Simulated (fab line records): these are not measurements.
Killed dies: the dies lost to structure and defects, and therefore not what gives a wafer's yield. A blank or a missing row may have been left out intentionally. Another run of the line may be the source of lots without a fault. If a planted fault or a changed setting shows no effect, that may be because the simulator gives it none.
Split-lot trial -- flow n5Finfet -- route with 1938 steps; 7 lots, 39 wafers read

== SPLIT DETAILS ==
At N5_SD_EPI_N_ETCH_16 (etches SiO2 in CHF3/O2, target depth 5 nm), the setting targetDepthA was moved away from the recipe's 50 angstrom on 18 of the 39 wafers read, by -31.2% to +41.1%. This setting was run at the recipe's value on the other wafers.

The reading comes from the split's own step.

== THE READING ==
etch.depthNm (the simulator's own value, which no gauge read), in nm, at N5_SD_EPI_N_ETCH_16 (etches SiO2 in CHF3/O2, target depth 5 nm). No usual value for it is given in the file. Across the 21 wafers here that went through the recipe, the average is 4.895 nm and the standard deviation 0.097 nm.

wafer,"tool, chamber at the split","targetDepthA as run, angstrom",against the recipe,"etch.depthNm, nm",against lot-mates on the recipe
L075.1,"rieDiel-05, 0",70.53,+41.1%,7.028,+2.186
L075.2,"rieDiel-05, 3",70.53,+41.1%,7.02,+2.178
L075.3,"rieDiel-05, 2",50,recipe,4.851,-
L075.4,"rieDiel-05, 1",70.53,+41.1%,6.76,+1.918
L075.5,"rieDiel-05, 1",50,recipe,4.765,-
L075.6,"rieDiel-05, 2",50,recipe,4.909,-
L076.1,"rieDiel-06, 1",34.42,-31.2%,3.513,-1.327
L076.2,"rieDiel-06, 2",50,recipe,4.844,-
L076.3,"rieDiel-06, 0",50,recipe,4.878,-
L076.4,"rieDiel-06, 0",34.42,-31.2%,3.383,-1.457
L076.5,"rieDiel-06, 1",34.42,-31.2%,3.554,-1.286
L076.6,"rieDiel-06, 2",50,recipe,4.798,-
L077.1,"rieDiel-05, 1",65.53,+31.1%,6.257,+1.345
L077.2,"rieDiel-05, 3",65.53,+31.1%,6.481,+1.569
L077.3,"rieDiel-05, 2",50,recipe,4.877,-
L077.4,"rieDiel-05, 0",50,recipe,4.942,-
L077.5,"rieDiel-05, 0",65.53,+31.1%,6.539,+1.627
L077.6,"rieDiel-05, 3",50,recipe,4.917,-
L082.1,"rieDiel-06, 0",39.91,-20.2%,3.867,-1.129
L082.2,"rieDiel-06, 3",39.91,-20.2%,3.955,-1.041
L082.3,"rieDiel-06, 1",50,recipe,5.176,-
L082.4,"rieDiel-06, 2",39.91,-20.2%,3.858,-1.138
L082.5,"rieDiel-06, 0",50,recipe,4.858,-
L082.6,"rieDiel-06, 3",50,recipe,4.955,-
L083.1,"rieDiel-05, 0",61.34,+22.7%,6.078,+1.257
L083.2,"rieDiel-05, 3",61.34,+22.7%,6.121,+1.300
L083.3,"rieDiel-05, 1",50,recipe,4.681,-
L083.4,"rieDiel-05, 2",50,recipe,4.894,-
L083.5,"rieDiel-05, 2",50,recipe,4.889,-
L083.6,"rieDiel-05, 1",61.34,+22.7%,5.818,+0.997
L088.2,"rieDiel-06, 3",50,recipe,4.931,-
L088.5,"rieDiel-06, 3,0",50,recipe,4.905,-
L088.6,"rieDiel-06, 3,0",50,recipe,4.905,-
L089.1,"rieDiel-02, 2",50,recipe,5.052,-
L089.2,"rieDiel-02, 3",50,recipe,4.821,-
L089.3,"rieDiel-02, 0",67.21,+34.4%,6.61,+1.671
L089.4,"rieDiel-02, 1",67.21,+34.4%,6.76,+1.821
L089.5,"rieDiel-02, 3",67.21,+34.4%,6.458,+1.519
L089.6,"rieDiel-02, 0",50,recipe,4.945,-
Rows listing several chambers each stand for several wafers; the file does not say which wafer went through which chamber.

THE FIT
A straight line over all 39 wafers: etch.depthNm changes by +0.0486 nm for each +1% of targetDepthA; r = +0.99; the points scatter about the line by 0.11 nm.
The same after taking each lot's own level away (the mean of its wafers on the recipe; 39 wafers): +0.049 nm for each +1%; r = +0.99; scatter 0.12 nm.
According to that fit, moving targetDepthA by its largest amount changes the reading by 2 nm.
Across the lots, their own levels run from 4.8213 to 4.9963 nm, a range of 1.8 times the standard deviation given above.
So the lot-to-lot level changes the slope little: the two slopes agree.
Check: with one of the wafers moved furthest among these (+41.1%) left out of the fit, the line predicts +2.01 nm for it against its lot-mates. Against them it came out at +2.19 nm.

== THE OTHER SPLITS THESE WAFERS WENT THROUGH ==
These wafers also went through other splits before the reading. Each is held against what the fit with the lots' levels taken away leaves over:
other split on the same wafers,wafers away from the commonest value,r with etch.depthNm (lot level and that fit taken away)
N5_PMOS_HMC_CHANNEL_EPI_DESCUM_14 timeS,15,+0.22

== FILE'S OWN FIT ==
etch.depthNm changes by +0.0492 nm for each +1% of targetDepthA, r = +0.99.
